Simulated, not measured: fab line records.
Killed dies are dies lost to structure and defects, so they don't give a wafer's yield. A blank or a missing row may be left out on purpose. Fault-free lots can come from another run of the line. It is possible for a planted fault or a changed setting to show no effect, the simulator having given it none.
Which of the tools did it?    flow n5-finfet    11 lots (33 wafers sampled), 1 step of a 1938-step route

WHAT THE GAUGES SHOWED, per wafer
N5_BEOL_M7_CD_MEAS_11 targets a cd of 38.5 nm.
lot   measured      on         cd-nm (nm)
L078  day 11 05:25  cd-sem-03  38.1 37.8 38.5
L079  day 11 18:58  cd-sem-02  37.9 38.0 38.4
L075  day 11 19:17  cd-sem-02  38.4 38.2 37.9
L081  day 12 15:14  cd-sem-01  38.0 37.9 39.6
L086  day 13 16:54  cd-sem-01  37.6 38.2 38.1
L085  day 13 20:13  cd-sem-02  38.7 38.1 38.3
L088  day 14 17:07  cd-sem-03  38.0 38.9 38.2
L091  day 14 22:07  cd-sem-02  38.6 38.2 38.7
L094  day 15 06:24  cd-sem-01  38.0 38.6 38.8
L093  day 15 17:45  cd-sem-01  37.8 38.9 38.2
L096  day 16 17:32  cd-sem-02  39.2 38.6 38.9

TOOL THAT RAN EACH LOT (tool first, then ch and the chambers of the sampled wafers, then the start)
Before these readings, the record contains no process step.

THE ANSWER, worked out from the rows above alone
Rule: the lots themselves supply what counts as usual. The widest of any qualifying gaps counts: lots, ordered by their means at a reading, are off when they make up no more than a third of the lots, leave a main group of 4 or more, and stand apart from it by 3 or more times the standard deviation of that group's means. Not used: any main group whose means are identical at the precision the tables above print for the reading. A lot without any number at a reading at which 4 lots or more have one is off too. All remaining lots with rows at the step are treated as sound.
Nothing can be told from this: no lot is off at any reading shown.

WHAT THE SIMULATOR PUT IN
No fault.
